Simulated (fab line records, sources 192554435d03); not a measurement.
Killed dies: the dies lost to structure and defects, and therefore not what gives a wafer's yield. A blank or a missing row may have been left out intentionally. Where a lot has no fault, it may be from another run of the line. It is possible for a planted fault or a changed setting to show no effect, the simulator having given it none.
Matching of chambers    flow n5-finfet    rie-diel-06 running N5_DUMMY_GATE_ETCH_37: 4 sister chambers
The step etches SOC in N2/H2, target depth 60 nm, overetch 30 nm. 4 wafers are shown with their chamber, then 9 later ones without.

## WAFERS PAIRED WITH THEIR CHAMBERS
wafer   chamber  showerhead-plenum-p-Torr (Torr)
L078.1  2        2.61
L087.1  3        2.41
L087.2  1        2.53
L087.5  0        2.36

## WAFERS WHOSE CHAMBER IS MISSING
wafer   showerhead-plenum-p-Torr (Torr)
L091.1  2.61
L091.2  2.41
L091.6  2.61
L094.1  2.40
L094.2  2.52
L094.5  2.60
L097.2  2.60
L097.3  2.40
L097.6  2.60

## EACH ONE'S CHAMBER
wafer   from the rows above  in truth
L091.1  2                    2
L091.2  3                    3
L091.6  2                    2
L094.1  3                    3
L094.2  1                    1
L094.5  2                    2
L097.2  2                    2
L097.3  3                    3
L097.6  2                    2
9 of 9 placed correctly. Number that these rows cannot place: 0. Number placed wrongly: 0.
How it was worked out, from the rows above alone: a wafer's distance from a chamber is the root of the sum, over the readings, of the square of ((its reading less the chamber's mean) divided by the reading's scatter). If the next closest chamber is less than 2 further off than the closest, the wafer can't be placed; otherwise it belongs to the closest. For every chamber, the mean is computed from those of its wafers that are shown. The scatter (one wafer shown for each chamber): square how far every hidden wafer sits from the nearest shown wafer, average those squares and take the square root.
